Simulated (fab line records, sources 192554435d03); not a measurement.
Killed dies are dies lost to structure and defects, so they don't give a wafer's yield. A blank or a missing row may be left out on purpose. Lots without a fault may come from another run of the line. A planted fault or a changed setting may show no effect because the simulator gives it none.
Chamber matching | flow n5_finfet | N5_BEOL_M3_ALD_84 on ald_metal-04: 4 sister chambers
The step deposits TaN, pulse time 2 s, purge time 3 s, co reactant purge time 2 s. 30 wafers are shown with their chamber, then 12 later ones without.

WAFERS WITH THEIR CHAMBER
wafer  | chamber | heater_power_w (W)
L078.1 | 0       | 388
L078.3 | 2       | 411
L078.5 | 1       | 379
L080.2 | 2       | 415
L080.4 | 3       | 373
L080.5 | 2       | 420
L081.1 | 1       | 372
L081.5 | 2       | 423
L081.6 | 1       | 379
L083.2 | 0       | 392
L083.4 | 2       | 419
L083.6 | 1       | 365
L084.1 | 0       | 380
L084.2 | 3       | 378
L084.3 | 1       | 377
L086.3 | 0       | 387
L086.4 | 2       | 422
L086.6 | 0       | 389
L087.1 | 1       | 375
L087.2 | 0       | 383
L087.5 | 1       | 370
L089.1 | 3       | 378
L089.3 | 1       | 385
L089.4 | 2       | 418
L090.2 | 3       | 377
L090.5 | 3       | 389
L090.6 | 0       | 402
L091.1 | 0       | 387
L091.4 | 1       | 382
L091.5 | 2       | 419

SIGNATURES (means of the wafers above)
reading        | chamber 0 | chamber 1 | chamber 2 | chamber 3 | scatter within a chamber
heater_power_w | 388.50    | 376.00    | 418.38    | 379.00    | 5.74
Rule: a wafer's distance from a chamber is the root of the sum, over the readings, of the square of ((its reading less the chamber's mean) divided by the reading's scatter). The wafer belongs to the nearest chamber; if the next one is less than 2 further off, it can't be placed. The scatter: the root of (the sum of the squares of (reading less its chamber's mean) over the shown wafers, divided by (wafers less chambers)).

WAFERS WITHOUT THEIR CHAMBER
wafer  | heater_power_w (W)
L093.1 | 370
L093.3 | 396
L093.4 | 423
L094.2 | 411
L094.3 | 377
L094.6 | 414
L096.1 | 384
L096.4 | 374
L096.5 | 374
L097.2 | 370
L097.4 | 406
L097.5 | 416

WHICH CHAMBER EACH WENT THROUGH
wafer  | from the rows above          | in truth
L093.1 | can't be placed: 1 or 3      | 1
L093.3 | can't be placed: 0 or 3      | 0
L093.4 | 2                            | 2
L094.2 | 2                            | 2
L094.3 | can't be placed: 1 or 3 or 0 | 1
L094.6 | 2                            | 2
L096.1 | can't be placed: 0 or 3 or 1 | 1
L096.4 | can't be placed: 1 or 3      | 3
L096.5 | can't be placed: 1 or 3      | 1
L097.2 | can't be placed: 1 or 3      | 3
L097.4 | can't be placed: 2 or 0      | 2
L097.5 | 2                            | 2
Placed correctly: 4 of 12. Can't be placed from these rows: 8 (the true chamber is among the candidates in 8). Placed wrongly: 0.
